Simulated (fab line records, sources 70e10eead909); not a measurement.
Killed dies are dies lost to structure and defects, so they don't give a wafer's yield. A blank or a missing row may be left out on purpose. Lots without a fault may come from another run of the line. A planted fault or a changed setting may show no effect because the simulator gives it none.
Chamber matching | flow nand_harc | NHARC_THIN_TSV_CMP_01 on cmp-02: 4 sister chambers
The step polishes. 8 wafers are shown with their chamber, then 6 later ones without.

WAFERS WITH THEIR CHAMBER
wafer  | chamber | motor_current_A (A) | slurry_flow_ml_min
L393.6 | 2       | 12.6                | 149.5
L401.6 | 0       | 13.5                | 149.6
L409.1 | 0       | 13.7                | 149.1
L409.3 | 1       | 11.1                | 150.2
L409.4 | 3       | 10.7                | 149.4
L410.1 | 3       | 10.7                | 150.7
L410.3 | 2       | 12.6                | 149.9
L410.4 | 1       | 11.6                | 150.1

WAFERS WITHOUT THEIR CHAMBER
wafer  | motor_current_A (A) | slurry_flow_ml_min
L413.2 | 11.0                | 150.4
L413.3 | 11.8                | 150.4
L413.6 | 11.3                | 150.1
L414.3 | 11.2                | 150.1
L414.5 | 10.5                | 150.7
L414.6 | 11.9                | 149.6

WHICH CHAMBER EACH WENT THROUGH
wafer  | from the rows above     | in truth
L413.2 | can't be placed: 3 or 1 | 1
L413.3 | 1                       | 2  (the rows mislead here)
L413.6 | 1                       | 1
L414.3 | can't be placed: 1 or 3 | 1
L414.5 | 3                       | 3
L414.6 | can't be placed: 1 or 2 | 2
Placed correctly: 2 of 6. Can't be placed from these rows: 3 (the true chamber is among the candidates in 3). Placed wrongly: 1.
How it was worked out, from the rows above alone: a wafer's distance from a chamber is the root of the sum, over the readings, of the square of ((its reading less the chamber's mean) divided by the reading's scatter). The wafer belongs to the nearest chamber; if the next one is less than 2 further off, it can't be placed. A chamber's mean is the mean of its shown wafers. The scatter: the root of (the sum of the squares of (reading less its chamber's mean) over the shown wafers, divided by (wafers less chambers)).
